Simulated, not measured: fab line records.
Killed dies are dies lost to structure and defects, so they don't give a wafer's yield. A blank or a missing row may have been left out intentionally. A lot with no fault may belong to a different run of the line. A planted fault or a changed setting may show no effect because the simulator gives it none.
Which of the tools did it?    flow n5-finfet    Sampling: 15 lots, 45 wafers, 3 of 1938 route steps

== WHAT THE GAUGES SHOWED, per wafer ==
N5_FIN_SAQP_THK_MEAS_05. Usual: thk-nm at 38.0 nm, with a standard deviation of 0.55.
lot   measured     on             thk-nm (nm)     flag
L171  day 2 09:53  film-metro-02  37.7 38.0 37.7  
L172  day 2 16:08  film-metro-02  38.3 38.0 38.6  
L173  day 2 21:38  film-metro-02  36.8 37.3 37.5  
L177  day 3 21:00  film-metro-02  37.2 38.0 39.1  
L179  day 4 09:00  film-metro-01  37.7 38.9 38.3  
L186  day 6 04:22  film-metro-01  37.2 37.4 37.6  
L187  day 6 09:14  film-metro-02  37.5 38.4 38.4  
L188  day 6 14:52  film-metro-01  38.1 38.0 38.1  
L189  day 6 21:40  film-metro-02  37.2 36.9 38.4  
L190  day 7 03:20  film-metro-02  38.9 39.3 39.2  
L191  day 7 09:44  film-metro-01  38.2 38.4 38.9  
L192  day 7 15:25  film-metro-02  38.0 38.4 38.7  

== WHAT TOOL EACH LOT RAN ON (gives the tool, then ch and the chambers of the sampled wafers, and finally the start) ==
lot   N5_ZERO_LAYER_EXPOSE_08           N5_PMOS_HMC_CHANNEL_EPI_STRIP_33
L171  krf-scanner-02 ch 0, day 2 00:36  rie-diel-03 ch 0,1,3, day 2 06:20
L172  krf-scanner-01 ch 0, day 2 06:36  rie-diel-03 ch 0,1, day 2 12:01
L173  krf-scanner-02 ch 0, day 2 12:35  rie-diel-03 ch 0,2, day 2 18:16
L177  krf-scanner-02 ch 0, day 3 12:30  rie-diel-01 ch 1,2, day 3 17:34
L179  krf-scanner-01 ch 0, day 4 00:35  rie-diel-06 ch 0,1, day 4 05:20
L183  krf-scanner-02, day 5 00:41       -
L184  krf-scanner-01, day 5 06:37       -
L185  krf-scanner-02, day 5 12:36       -
L186  krf-scanner-02 ch 0, day 5 18:28  rie-diel-01 ch 1,2,3, day 6 00:56
L187  krf-scanner-01 ch 0, day 6 00:38  rie-diel-03 ch 1,3, day 6 05:56
L188  krf-scanner-01 ch 0, day 6 06:41  rie-diel-03 ch 1,2, day 6 11:37
L189  krf-scanner-01 ch 0, day 6 12:28  rie-diel-03 ch 0,1,2, day 6 17:44
L190  krf-scanner-01 ch 0, day 6 18:28  rie-diel-06 ch 0,3, day 6 23:26
L191  krf-scanner-01 ch 0, day 7 00:28  rie-diel-01 ch 0,2, day 7 05:25
L192  krf-scanner-02 ch 0, day 7 06:36  rie-diel-03 ch 0,1,2, day 7 11:59
- N5_ZERO_LAYER_EXPOSE_08: exposes mask ZERO, defocus 0 nm, target cd 2000 nm.
- N5_PMOS_HMC_CHANNEL_EPI_STRIP_33: strips in N2/H2.

== WHAT THE TOOLS THEMSELVES READ (means of the sampled wafers that have a number; where no wafer has one, the mark that the record gives instead) ==
N5_ZERO_LAYER_EXPOSE_08. Usual: exposure-dose-mJ-cm2 16.184, standard deviation 0.017; focus-offset-nm 0.0 nm, standard deviation 0.55.
lot   tool            exposure-dose-mJ-cm2  focus-offset-nm (nm)  flag
L171  krf-scanner-02  16.184                -0.8                  
L172  krf-scanner-01  16.175                0.6                   
L173  krf-scanner-02  16.171                -1.0                  
L177  krf-scanner-02  16.181                0.1                   
L179  krf-scanner-01  16.178                0.9                   
L183  krf-scanner-02  -                     -                     OFF
L184  krf-scanner-01  -                     -                     OFF
L185  krf-scanner-02  -                     -                     OFF
L186  krf-scanner-02  16.179                -0.1                  
L187  krf-scanner-01  16.177                -0.0                  
L188  krf-scanner-01  16.185                0.7                   
L189  krf-scanner-01  16.179                0.3                   
L190  krf-scanner-01  16.183                -0.5                  
L191  krf-scanner-01  16.226                0.1                   
L192  krf-scanner-02  16.190                -0.3                  

N5_PMOS_HMC_CHANNEL_EPI_STRIP_33. Usual: drypump-motor-current-A 5.5 A, standard deviation 0.57; oes-product-au 0.81 a.u., standard deviation 0.077; power-w 499.8 W, standard deviation 1.6; rf-vpp-V 54.0 V, standard deviation 1.8; showerhead-plenum-p-Torr 3.37 Torr, standard deviation 0.097; throttle-valve-pct 19.0 %, standard deviation 0.37.
lot   tool         drypump-motor-current-A (A)  oes-product-au (a.u.)  power-w (W)  rf-vpp-V (V)  showerhead-plenum-p-Torr (Torr)  throttle-valve-pct (%)  flag
L171  rie-diel-03  5.1                          0.82                   499.6        54.9          3.33                             19.1                    
L172  rie-diel-03  5.3                          0.79                   499.1        56.6          3.40                             19.0                    
L173  rie-diel-03  5.2                          0.80                   498.1        54.0          3.44                             18.9                    
L177  rie-diel-01  5.8                          0.77                   500.3        53.6          3.34                             18.8                    
L179  rie-diel-06  6.2                          0.90                   499.3        55.5          3.46                             18.8                    
L186  rie-diel-01  6.0                          0.82                   497.4        53.9          3.34                             18.6                    
L187  rie-diel-03  4.9                          0.83                   500.7        54.0          3.26                             19.2                    
L188  rie-diel-03  5.0                          0.84                   500.0        54.7          3.32                             19.0                    
L189  rie-diel-03  5.2                          0.87                   499.5        54.1          3.37                             18.9                    
L190  rie-diel-06  6.4                          0.86                   499.6        53.7          3.42                             18.5                    
L191  rie-diel-01  6.0                          0.73                   498.7        55.6          3.41                             18.9                    
L192  rie-diel-03  5.2                          0.86                   499.0        54.2          3.37                             18.8                    

== THE ANSWER, worked out from the rows above alone ==
Rule: take the mean of a lot's wafers that have a number; if it is more than 3 standard deviations from the usual mean, the lot is off. A lot without any number at a reading at which 4 lots or more have one is off too. Any other lot the step has rows for is counted as sound. Order of review: gauges by route order, followed by the tools' own readings, for which a lot's mean as printed above is used. At the first step where some lot is off, the reading lying furthest off is the one used; lots without a number count as furthest.
Off, at N5_ZERO_LAYER_EXPOSE_08 on exposure-dose-mJ-cm2: L183, L184, L185. Without a number there: L183, L184, L185.
If a tool, at that step or one of the process steps before it, ran each lot that is off and ran no sound lot following the first of them, it fits. No candidate that was tried fits.

== WHAT HAD BEEN PUT IN BY THE SIMULATOR ==
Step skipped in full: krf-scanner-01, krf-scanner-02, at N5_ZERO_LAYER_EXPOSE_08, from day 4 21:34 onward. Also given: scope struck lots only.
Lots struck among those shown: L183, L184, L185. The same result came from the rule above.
